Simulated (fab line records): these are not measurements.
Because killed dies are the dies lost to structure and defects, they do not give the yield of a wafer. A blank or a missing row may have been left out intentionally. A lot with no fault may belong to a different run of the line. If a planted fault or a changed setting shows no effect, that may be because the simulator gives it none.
Which of the tools did it? | flow n5_finfet | 13 lots (38 wafers sampled), 1 step of a 1938-step route

## WHAT THE GAUGES SHOWED, per wafer
N5_HKMG_FIN_THK_MEAS_70: measures by xrf.
lot  | measured    | on            | HK_THK (nm)
L718 | day 4 09:30 | film_metro-01 | 1.621 1.604
L720 | day 4 19:02 | film_metro-01 | 1.647 1.631 1.617
L721 | day 4 21:14 | film_metro-02 | 1.638 1.610 1.586
L722 | day 5 04:16 | film_metro-01 | 1.611 1.621 1.592
L723 | day 5 10:57 | film_metro-01 | 1.618 1.598 1.606
L725 | day 5 21:32 | film_metro-01 | 1.610 1.647 1.632
L727 | day 6 06:36 | film_metro-01 | 1.608 1.606 1.625
L728 | day 6 12:59 | film_metro-01 | 1.604 1.591 1.599
L729 | day 6 22:34 | film_metro-02 | 1.629 1.599 1.609
L730 | day 7 03:35 | film_metro-02 | 1.633 1.625 1.605
L737 | day 8 21:46 | film_metro-02 | 1.634 1.614 1.656
L738 | day 9 03:05 | film_metro-01 | 1.627 1.600 1.611
L739 | day 9 08:25 | film_metro-02 | 1.575 1.657 1.603

## TOOL THAT RAN EACH LOT (tool first, then ch and the chambers of the sampled wafers, then the start)
The record shows no process step preceding these readings.

## WHAT THE TOOLS THEMSELVES READ (means of the sampled wafers that have a number; where no wafer has one, the mark that the record gives instead)
The record holds no such reading with a usual standard deviation.

## THE ANSWER, worked out from the rows above alone
Rule: the lots themselves supply what counts as usual. Put in order of their means at a reading, lots are off if they are a third of the lots or fewer, leave a main group of 4 or more, and stand apart from it by a gap of 3 or more times the standard deviation of the main group's means; of several such gaps the widest counts. A main group is skipped when, at the precision printed for the reading in the tables above, its means are all equal. Also off: a lot with no number at a reading for which 4 or more lots have one. Where the step has rows for the other lots, those lots are counted as sound. After the gauges, taken in route order, come the tools' own readings; for these a lot's mean is taken, as printed above. At the first step where some lot is off, the reading lying furthest off is the one used; lots without a number count as furthest.
None of the lots is off at any reading shown; this tells nothing.

## WHAT THE SIMULATOR HAD PUT IN
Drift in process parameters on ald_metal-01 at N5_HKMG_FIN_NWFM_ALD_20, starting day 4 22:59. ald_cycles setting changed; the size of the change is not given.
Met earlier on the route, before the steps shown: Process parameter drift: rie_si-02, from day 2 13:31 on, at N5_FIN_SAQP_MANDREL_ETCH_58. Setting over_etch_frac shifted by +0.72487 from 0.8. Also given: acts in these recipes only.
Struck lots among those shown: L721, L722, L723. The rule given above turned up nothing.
